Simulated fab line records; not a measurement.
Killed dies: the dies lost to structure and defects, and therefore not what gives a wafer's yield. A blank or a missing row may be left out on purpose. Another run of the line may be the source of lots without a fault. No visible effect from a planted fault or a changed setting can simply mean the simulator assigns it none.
Chamber matching | flow n5_finfet | N5_STI_FIN_REVEAL_ALD_00 on ald_sin-04: 4 sister chambers
The step deposits SiO2, target thk 1 nm, pulse time 1 s. 14 wafers are shown with their chamber, then 7 later ones without.

== EACH WAFER AND ITS CHAMBER ==
wafer  | chamber | heater_power_w (W) | precursor_pulse_height_rel
L078.1 | 2       | 517                | 1.018
L078.2 | 3       | 403                | 1.042
L078.5 | 2       | 523                | 0.970
L081.2 | 0       | 538                | 1.008
L081.3 | 1       | 390                | 1.016
L081.6 | 3       | 411                | 0.980
L086.1 | 0       | 533                | 0.986
L086.3 | 2       | 533                | 0.980
L086.5 | 3       | 412                | 0.955
L092.4 | 3       | 420                | 1.009
L092.5 | 3       | 418                | 0.985
L092.6 | 0       | 533                | 0.980
L094.1 | 3       | 403                | 1.036
L094.4 | 0       | 539                | 1.023

SIGNATURES, as means of the wafers listed above
reading                    | chamber 0 | chamber 1 | chamber 2 | chamber 3 | scatter within a chamber
heater_power_w             | 535.75    | 390.00    | 524.33    | 411.17    | 6.48
precursor_pulse_height_rel | 0.99925   | 1.01600   | 0.98933   | 1.00117   | 0.0287
Rule: a wafer's distance from a chamber is the root of the sum, over the readings, of the square of ((its reading less the chamber's mean) divided by the reading's scatter). The wafer belongs to the nearest chamber; if the next one is less than 2 further off, it can't be placed. How the scatter is found: for the shown wafers, subtract from each reading the mean of its chamber, square and add these, divide the total by (wafers less chambers), then take the root.

== WAFERS WITH NO CHAMBER GIVEN ==
wafer  | heater_power_w (W) | precursor_pulse_height_rel
L094.5 | 410                | 1.027
L095.2 | 406                | 1.005
L095.4 | 539                | 0.984
L095.6 | 411                | 0.977
L097.1 | 540                | 1.015
L097.3 | 383                | 1.005
L097.5 | 539                | 0.985

== WHICH CHAMBER EACH ONE RAN IN ==
wafer  | from the rows above     | in truth
L094.5 | 3                       | 3
L095.2 | can't be placed: 3 or 1 | 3
L095.4 | can't be placed: 0 or 2 | 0
L095.6 | 3                       | 3
L097.1 | can't be placed: 0 or 2 | 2
L097.3 | 1                       | 1
L097.5 | can't be placed: 0 or 2 | 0
Correctly placed: 3 of 7. From these rows, 4 cannot be placed; in 4 the true chamber is one of the candidates. 0 placed wrongly.
